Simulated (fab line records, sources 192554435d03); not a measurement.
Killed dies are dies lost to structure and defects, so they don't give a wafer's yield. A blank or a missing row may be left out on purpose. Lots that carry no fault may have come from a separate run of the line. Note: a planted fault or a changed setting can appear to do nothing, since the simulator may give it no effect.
fab line records -- flow n5Finfet
record: lots: 11, wafers: 29, lastDay: 18
route steps=1938 shown BEOL_M8@1371 BEOL_M9@1418 PASSIVATION@1936
lots untouched by any fault: they come from a run of this same line in which no faults occurred
startH: hours from the record's first day to the start of the lot's first wafer shown -- waitH: hours from the lot's prior step to this one -- " same as the row above -- L1.1+2: one row covering several wafers at once -- - value missing, or start not given -- * or withheld: withheld -- < > ~ a bound
route shown NAME@n: names a module that has steps shown in the file, with the first one's number in the route -- usual: mean and standard deviation over wafers with no fault -- same: alike in all rows -- chamber/n: place in a boat -- sites: each site's reading -- _std_site: standard deviation across them -- _edge_site: mean of outer sites minus mean of inner sites -- radiusMm: for every site, how far away it sits from the centre of the wafer -- mask NAME#n: copy n -- behind: the most recent tool/chamber to have shaped the wafer -- hold: why the lot went on hold/how many hours it stayed there/how the hold came to an end -- device: names the non-switching transistor (n, p or np) -- end of line: the tests these same wafers got at the end of their route -- for a step that has no rows: nothing shown but its recipe -- killed: dies lost to structure and defects at the first sort, not the wafer's yield -- map: per-die view of a wafer (x killed, . not killed, _ where there is no die)
set.NAME: setting as actually run; set.NAME@STEP: the setting as run at that earlier step -- model.NAME: the simulator's own value behind a step, which no gauge read
one table for each step of the route and one row for each wafer, over a sample of lots
services: from which hour (startH, from the record's first day; less than 0 if before it) a tool's chamber was out of use, for how many hours, and why
== steps ==
step: N5_BEOL_M8_ETCH_66
recipe: chemistry: N2/H2, target: SOC, targetDepthA: 800, overetchA: 160, maskMaterial: SiARC, tempC: 40, timeS: 120, ionEnergyEv: 200, pressureMtorr: 30, sourceW: 840, biasW: 150, n2FlowSccm: 200, h2FlowSccm: 200
usual: drypumpMotorCurrentA: 5.7/0.54, oesProductAu: 0.64/0.064, rfVppV: 524/3.1, showerheadPlenumPTorr: 2.56/0.11, throttleValvePct: 17.71/0.21
lot.wafer,tool,chamber,startH,waitH,drypumpMotorCurrentA,oesProductAu,rfHoursCounterH,rfVppV,showerheadPlenumPTorr,throttleValvePct
L141.2,rieDiel-01,3,208.91,0.0,6.1,0.68,26,521,2.49,17.73
L141.3,rieDiel-01,2,208.91,0.0,5.1,0.73,10,523,2.49,17.34
L141.5,rieDiel-01,1,208.91,0.0,6.7,0.70,-,524,2.49,17.80
L142.1,rieDiel-01,2,212.17,0.0,5.1,0.73,10,523,2.49,17.35
L142.5,rieDiel-01,0,212.17,0.0,6.0,0.60,-,524,2.54,17.75
L142.6,rieDiel-01,1,212.17,0.0,6.7,0.70,-,522,2.49,17.81
L144.2,rieDiel-01,3,216.85,0.0,6.1,0.68,28,523,2.49,17.72
L144.5,rieDiel-01,3,216.85,0.0,6.1,0.69,-,523,2.49,17.72
L144.6,rieDiel-01,0,216.85,0.0,6.0,0.59,-,524,2.54,17.75
L145.3,rieDiel-06,2,231.59,0.0,5.5,0.64,73,526,2.58,18.01
L145.5,rieDiel-06,0,231.59,0.0,5.6,0.71,-,526,2.71,17.76
L145.6,rieDiel-06,1,231.59,0.0,4.9,0.60,-,525,2.54,17.60
L148.1,rieDiel-01,2,254.11,0.0,5.2,0.70,25,521,2.49,17.35
L148.4,rieDiel-01,0,254.11,0.0,6.0,0.58,146,523,2.54,17.78
L148.6,rieDiel-01,2,254.11,0.0,5.1,0.70,-,521,2.49,17.36
L150.5,rieDiel-02,2,266.25,0.0,5.4,0.68,-,527,2.71,17.73
L152.2,rieDiel-02,0,275.48,0.0,5.6,0.53,220,520,2.41,18.07
L152.5,rieDiel-02,2,275.48,0.0,5.4,0.68,-,528,2.70,17.74
L151.4,rieDiel-02,3,275.88,0.0,6.6,0.52,245,519,2.42,17.89
L151.5,rieDiel-02,1,275.88,0.0,5.4,0.73,-,529,2.69,17.43
L158.1,rieDiel-02,0,306.80,0.0,5.6,0.53,235,520,2.40,18.07
L158.2,rieDiel-02,2,306.80,0.0,5.4,0.65,57,528,2.70,17.76
L158.5,rieDiel-02,0,306.80,0.0,5.6,0.53,-,520,2.40,18.07
L163.2,rieDiel-02,3,357.99,0.0,6.5,0.71,13,529,2.74,17.46
L163.3,rieDiel-02,2,357.99,0.0,5.4,0.64,76,528,2.69,17.81
L163.6,rieDiel-02,1,357.99,0.0,5.3,0.68,-,528,2.68,17.48
L164.1,rieDiel-02,2,376.23,0.0,5.4,0.64,84,527,2.69,17.81
L164.5,rieDiel-02,1,376.23,0.0,5.4,0.67,-,528,2.68,17.47
L164.6,rieDiel-02,2,376.23,0.0,5.4,0.64,-,528,2.69,17.80
step: N5_BEOL_M9_ETCH_61
recipe: chemistry: CF4, target: SiARC, targetDepthA: 390, maskMaterial: CAR-ArF, timeS: 65, ionEnergyEv: 80, pressureMtorr: 40, sourceW: 545, biasW: 36, Ar_flow_sccm: 100, cf4FlowSccm: 100, ends: cleared
usual: drypumpMotorCurrentA: 5.6/0.35, etchRfOnTimeS: 65.8/1.7, oesProductAu: 0.63/0.061, rfVppV: 184.2/0.99, showerheadPlenumPTorr: 2.14/0.048, throttleValvePct: 15.71/0.19
lot.wafer,tool,chamber,startH,waitH,drypumpMotorCurrentA,etchRfOnTimeS,oesProductAu,rfHoursCounterH,rfVppV,showerheadPlenumPTorr,throttleValvePct
L141.2,rieDiel-05,0,214.01,0.0,5.8,65.4,0.60,199,184.9,2.21,15.80
L141.3,rieDiel-05,3,214.01,0.0,5.8,66.1,0.63,172,183.7,2.12,15.70
L141.5,rieDiel-05,1,214.01,0.0,5.5,69.5,0.58,-,185.2,2.12,15.71
L142.1,rieDiel-05,0,217.30,0.0,5.8,65.2,0.61,199,185.5,2.21,15.80
L142.5,rieDiel-05,3,217.30,0.0,5.9,65.8,0.63,-,184.7,2.12,15.70
L142.6,rieDiel-05,2,217.30,0.0,5.3,67.4,0.61,-,184.3,2.13,15.55
L144.2,rieDiel-03,1,224.11,0.0,5.1,66.5,0.63,166,183.2,2.14,15.70
L144.5,rieDiel-03,2,224.11,0.0,5.0,65.1,0.81,-,184.6,2.20,15.21
L144.6,rieDiel-03,3,224.11,0.0,5.6,63.5,0.64,-,184.4,2.22,15.97
L145.3,rieDiel-05,1,239.74,0.0,5.5,69.2,0.58,206,184.7,2.11,15.74
L145.5,rieDiel-05,3,239.74,0.0,5.9,65.4,0.63,-,184.2,2.12,15.71
L145.6,rieDiel-05,0,239.74,0.0,5.8,65.0,0.61,-,185.0,2.21,15.81
L148.1,rieDiel-05,0,258.44,0.0,5.8,65.2,0.61,210,183.5,2.20,15.82
L148.4,rieDiel-05,2,258.44,0.0,5.3,65.8,0.61,-,184.3,2.12,15.55
L148.6,rieDiel-05,0,258.44,0.0,5.8,65.1,0.60,-,183.8,2.20,15.83
L150.5,rieDiel-05,0,272.74,0.0,5.8,65.0,0.60,-,184.5,2.20,15.83
L152.2,rieDiel-05,3,281.81,0.0,5.8,65.4,0.63,193,185.4,2.12,15.76
L152.5,rieDiel-05,0,281.81,0.0,5.8,65.4,0.60,-,184.8,2.20,15.85
L151.4,rieDiel-04,3,282.54,0.0,4.9,63.9,0.81,10,183.1,2.10,15.41
L151.5,rieDiel-04,0,282.54,0.0,6.1,63.5,0.61,-,183.7,2.13,15.76
L158.1,rieDiel-03,3,313.91,0.0,5.6,62.4,0.63,198,185.7,2.21,16.03
L158.2,rieDiel-03,1,313.91,0.0,5.1,64.8,0.62,190,183.6,2.14,15.75
L158.5,rieDiel-03,0,313.91,0.0,5.4,65.2,0.69,-,181.9,2.08,15.61
L163.2,rieDiel-05,3,363.11,0.0,5.9,66.3,0.61,218,184.7,2.11,15.79
L163.3,rieDiel-05,1,363.11,0.0,5.6,69.6,0.56,237,183.8,2.10,15.82
L163.6,rieDiel-05,2,363.11,0.0,5.2,66.7,0.58,-,184.2,2.11,15.63
L164.1,rieDiel-04,2,383.46,0.0,6.6,64.2,0.76,39,186.0,2.27,15.23
L164.5,rieDiel-04,2,383.46,0.0,6.6,64.7,0.76,-,185.3,2.27,15.22
L164.6,rieDiel-04,0,383.46,0.0,6.2,63.2,0.60,-,184.4,2.12,15.83
step: N5_BEOL_M9_CD_MEAS_18
recipe: pitchNm: 140, targetCdNm: 70
usual: cdNm: 69.5/0.63
lot.wafer,tool,chamber,startH,waitH,cdNm
L141.2,cdSem-03,-,214.67,0.1,69.9
L141.3,cdSem-03,-,214.67,0.1,68.7
L141.5,cdSem-03,-,214.67,0.1,69.6
L142.1,cdSem-01,-,217.80,0.0,69.1
L142.5,cdSem-01,-,217.80,0.0,69.0
L142.6,cdSem-01,-,217.80,0.0,68.7
L144.2,cdSem-03,-,224.53,0.1,70.2
L144.5,cdSem-03,-,224.53,0.1,70.0
L144.6,cdSem-03,-,224.53,0.1,69.8
L145.3,cdSem-01,-,240.21,0.1,70.0
L145.5,cdSem-01,-,240.21,0.1,69.3
L145.6,cdSem-01,-,240.21,0.1,69.4
L148.1,cdSem-02,-,258.86,0.0,69.7
L148.4,cdSem-02,-,258.86,0.0,68.8
L148.6,cdSem-02,-,258.86,0.0,69.5
L150.5,cdSem-03,-,273.14,0.0,70.3
L152.2,cdSem-03,-,282.41,0.1,70.7
L152.5,cdSem-03,-,282.41,0.1,69.6
L151.4,cdSem-02,-,282.97,0.1,69.1
L151.5,cdSem-02,-,282.97,0.1,69.6
L158.1,cdSem-02,-,314.35,0.0,69.2
L158.2,cdSem-02,-,314.35,0.0,69.3
L158.5,cdSem-02,-,314.35,0.0,70.4
L163.2,cdSem-03,-,363.53,0.1,68.7
L163.3,cdSem-03,-,363.53,0.1,68.8
L163.6,cdSem-03,-,363.53,0.1,69.3
L164.1,cdSem-03,-,383.88,0.0,68.6
L164.5,cdSem-03,-,383.88,0.0,69.1
L164.6,cdSem-03,-,383.88,0.0,69.2
step: N5_BEOL_M9_ETCH_65
recipe: chemistry: CF4, target: SiARC, targetDepthA: 156, maskMaterial: CAR-EUV, timeS: 26, ionEnergyEv: 80, pressureMtorr: 40, sourceW: 545, biasW: 36, Ar_flow_sccm: 100, cf4FlowSccm: 100, ends: cleared
usual: drypumpMotorCurrentA: 5.6/0.45, etchRfOnTimeS: 26.2/0.7, oesProductAu: 0.65/0.078, rfVppV: 184.2/1, showerheadPlenumPTorr: 2.15/0.053, throttleValvePct: 15.68/0.24
lot.wafer,tool,chamber,startH,waitH,drypumpMotorCurrentA,etchRfOnTimeS,oesProductAu,rfHoursCounterH,rfVppV,showerheadPlenumPTorr,throttleValvePct
L141.2,rieDiel-04,3,216.59,0.0,5.0,26.1,0.58,246,183.2,2.11,15.85
L141.3,rieDiel-04,0,216.59,0.0,6.2,25.3,0.63,196,185.2,2.14,15.72
L141.5,rieDiel-04,3,216.59,0.0,5.0,26.4,0.57,-,184.3,2.11,15.85
L142.1,rieDiel-05,1,219.70,0.0,5.6,27.8,0.58,201,185.7,2.12,15.73
L142.5,rieDiel-05,2,219.70,0.0,5.2,26.6,0.61,-,183.0,2.13,15.53
L142.6,rieDiel-05,3,219.70,0.0,5.8,26.1,0.63,-,182.7,2.12,15.72
L144.2,rieDiel-05,2,228.01,0.0,5.3,26.5,0.61,190,184.5,2.12,15.54
L144.5,rieDiel-05,3,228.01,0.0,5.8,26.2,0.63,-,184.0,2.12,15.71
L144.6,rieDiel-05,0,228.01,0.0,5.8,26.2,0.61,-,185.1,2.21,15.80
L145.3,rieDiel-04,0,241.58,0.0,6.1,25.4,0.62,204,183.7,2.13,15.73
L145.5,rieDiel-04,1,241.58,0.0,5.5,26.4,0.66,-,184.1,2.15,15.91
L145.6,rieDiel-04,2,241.58,0.0,6.5,25.5,0.58,-,183.3,2.03,15.66
L148.1,rieDiel-04,3,261.12,0.0,5.0,25.7,0.83,2,184.5,2.11,15.38
L148.4,rieDiel-04,1,261.12,0.0,5.5,26.5,0.65,-,185.2,2.14,15.92
L148.6,rieDiel-04,0,261.12,0.0,6.1,25.3,0.62,-,184.4,2.13,15.76
L150.5,rieDiel-04,3,275.42,0.0,4.9,17.3,1.03,-,183.4,2.11,15.39
L152.2,rieDiel-04,0,285.09,0.0,6.1,25.2,0.62,220,183.6,2.13,15.77
L152.5,rieDiel-04,0,285.09,0.0,6.1,16.8,0.79,-,184.3,2.13,15.78
L151.4,rieDiel-04,2,285.53,0.0,6.5,25.4,0.84,-,185.2,2.28,15.15
L151.5,rieDiel-04,1,285.53,0.0,5.6,17.7,0.82,-,182.5,2.14,15.97
L158.1,rieDiel-03,0,316.21,0.0,5.4,26.4,0.69,96,182.1,2.08,15.61
L158.2,rieDiel-03,2,316.21,0.0,5.1,25.8,0.77,32,184.3,2.19,15.26
L158.5,rieDiel-03,0,316.21,0.0,5.4,26.3,0.69,-,184.2,2.08,15.62
L163.2,rieDiel-03,1,364.47,0.0,5.1,26.4,0.61,207,183.2,2.13,15.79
L163.3,rieDiel-03,0,364.47,0.0,5.5,26.5,0.68,112,184.5,2.07,15.63
L163.6,rieDiel-03,3,364.47,0.0,5.6,25.4,0.62,-,184.6,2.20,16.06
L164.1,rieDiel-04,2,385.02,0.0,6.5,25.8,0.75,40,185.7,2.27,15.22
L164.5,rieDiel-04,2,385.02,0.0,6.5,25.7,0.75,-,186.7,2.27,15.24
L164.6,rieDiel-04,1,385.02,0.0,5.5,26.6,0.62,-,184.1,2.13,16.02
step: N5_PASSIVATION_PROBE_49
usual: defectLimitedYield: 91.4/1.3, killed_at_M0_to_M3: 34/10, killed_at_M4_up: 14/5.6, killedAtContacts: 13/5.9, killedAtFrontEnd: 37/9.9, killedAtOther: 3.5/2.8, killedDies: 101/15, killedOpen: 67/12, killedShort: 32/6.6, sort_bin_5_function: 5.0/0.81, sort_bin_6_memory: 3.2/0.66, sort_bin_8_speed: 0.00/0.007, sortNPass: 1079/15, sortYieldPct: 91.4/1.3
same: grossDies: 1180, killedAtBackSide: 0, sort_bin_4_leakage[%]: 0
lot.wafer,tool,chamber,startH,waitH,defectLimitedYield[%],killed_at_M0_to_M3,killed_at_M4_up,killedAtContacts,killedAtFrontEnd,killedAtOther,killedDies,killedOpen,killedShort,sort_bin_5_function[%],sort_bin_6_memory[%],sort_bin_8_speed[%],sortNPass,sortYieldPct[%]
L151.4,prober-02,-,337.24,0.2,90.7,42,18,12,36,2,110,78,31,5.3,3.9,0,1070,90.7
killed by level:class
L151.4 MOL_CONTACT_COAG:geometricParticle:open=12 STI_FIN_REVEAL:geometricParticle:open=11 BEOL_M0_SAQP:geometricParticle:short=10 BEOL_M0_SAQP:geometricParticle:open=9 DUMMY_GATE:geometricParticle:open=8 BEOL_M4:geometricParticle:open=6 BEOL_M2:geometricParticle:open=6 BEOL_M1:geometricParticle:open=5
== services ==
tool,chamber,startH,hours,kind
rieDiel-03,1,194.09,2.4,repair
rieDiel-02,1,209.60,1.2,repair
rieDiel-06,2,212.80,6.6,repair
rieDiel-02,1,219.98,-,clean
rieDiel-02,1,219.98,-,consumableReplace:focusRing
rieDiel-04,3,230.43,-,clean
rieDiel-04,3,230.43,-,consumableReplace:focusRing
rieDiel-04,3,230.43,24.4,scheduledDown
rieDiel-04,3,230.43,24.4,ventCycle
rieDiel-01,0,231.78,6.0,repair
rieDiel-03,1,238.76,4.5,repair
rieDiel-04,2,254.91,-,clean
rieDiel-04,2,254.91,-,consumableReplace:focusRing
rieDiel-04,2,254.91,-,consumableReplace:showerhead
rieDiel-04,2,254.91,16.8,scheduledDown
rieDiel-04,2,254.91,16.8,ventCycle
rieDiel-02,0,262.90,4.5,repair
rieDiel-04,3,285.00,27.2,repair
rieDiel-04,0,322.48,6.7,repair
rieDiel-06,0,323.70,2.2,repair
rieDiel-04,-,351.21,1.5,repair
rieDiel-05,1,366.16,8.4,repair
rieDiel-05,-,374.16,14.6,pm
rieDiel-04,3,378.16,8.3,repair
== key ==
firstSign: step: N5_BEOL_M9_ETCH_65, reading: etchRfOnTimeS, direction: down, sigmas: 13, usual: *, struck: *
effect: step: N5_BEOL_M9_ETCH_65, reading: oesProductAu, direction: up, sigmas: 2.9, usual: 0.65, struck: 0.88
metAt N5_BEOL_M9_ETCH_65
struckLots L150,L151,L152
struckWafers L150.5,L151.5,L152.5
notActingAt N5_BEOL_M8_ETCH_66,N5_BEOL_M9_ETCH_61,N5_BEOL_M9_CD_MEAS_18
onsetBetween 261.12 275.42
fault: kind: processParameterDrift, tool: rieDiel-04, chamber: -, onsetH: 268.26, steps: N5_BEOL_M9_ETCH_65, channel: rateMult, offset: 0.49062, shape: step, endH: 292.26, scope: struckWafersOnly
